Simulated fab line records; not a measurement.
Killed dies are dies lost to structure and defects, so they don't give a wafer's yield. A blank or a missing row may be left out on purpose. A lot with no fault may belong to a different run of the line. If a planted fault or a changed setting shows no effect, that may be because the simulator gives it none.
Chamber matching    flow n5 finfet    N5_WELL_APT_DESCUM_13 on rie diel-01: 4 sister chambers
The step chemistry O2, time 7.9 s. 14 wafers are shown with their chamber, then 7 later ones without.

== WAFERS, EACH WITH ITS CHAMBER ==
wafer   chamber  throttle valve pct (%)  showerhead plenum p Torr (Torr)  oes product au (a.u.)
L074.3  3        20.43                   2.11                             0.78
L074.5  2        20.50                   2.10                             0.74
L074.6  3        20.44                   2.11                             0.79
L075.1  1        20.99                   2.02                             0.74
L075.2  0        20.27                   2.18                             0.79
L075.6  3        20.45                   2.10                             0.78
L076.4  0        20.26                   2.17                             0.79
L076.5  0        20.26                   2.17                             0.78
L076.6  3        20.44                   2.10                             0.77
L079.2  2        20.54                   2.09                             0.72
L079.3  1        21.03                   2.02                             0.73
L079.4  0        20.27                   2.17                             0.77
L089.2  3        20.49                   2.09                             0.75
L089.5  3        20.51                   2.09                             0.76

SIGNATURES, as means of the wafers listed above
reading                   chamber 0  chamber 1  chamber 2  chamber 3  scatter within a chamber
throttle valve pct        20.2650    21.0100    20.5200    20.4600    0.0263
showerhead plenum p Torr  2.1725     2.0200     2.0950     2.1000     0.00725
oes product au            0.7825     0.7350     0.7300     0.7717     0.0127
Rule: for a wafer and a chamber, the distance is found by dividing, reading by reading, the gap between the wafer's reading and the chamber's mean by the reading's scatter, squaring, summing and taking the root. If the next closest chamber is less than 2 further off than the closest, the wafer can't be placed; otherwise it belongs to the closest. The scatter: take each reading less its chamber's mean, square it, sum over the shown wafers, divide by the number of wafers less the number of chambers, and take the root.

== WAFERS MISSING THEIR CHAMBER ==
wafer   throttle valve pct (%)  showerhead plenum p Torr (Torr)  oes product au (a.u.)
L089.6  20.30                   2.17                             0.77
L090.1  21.04                   2.01                             0.72
L090.3  20.32                   2.16                             0.75
L090.4  20.56                   2.08                             0.71
L093.1  20.57                   2.08                             0.70
L093.2  21.04                   2.01                             0.72
L093.4  20.29                   2.16                             0.74

== THE CHAMBER EACH PASSED THROUGH ==
wafer   from the rows above  in truth
L089.6  0                    0
L090.1  1                    1
L090.3  0                    0
L090.4  2                    2
L093.1  2                    2
L093.2  1                    1
L093.4  0                    0
Correctly placed: 7 of 7. From these rows, 0 cannot be placed. Number placed wrongly: 0.
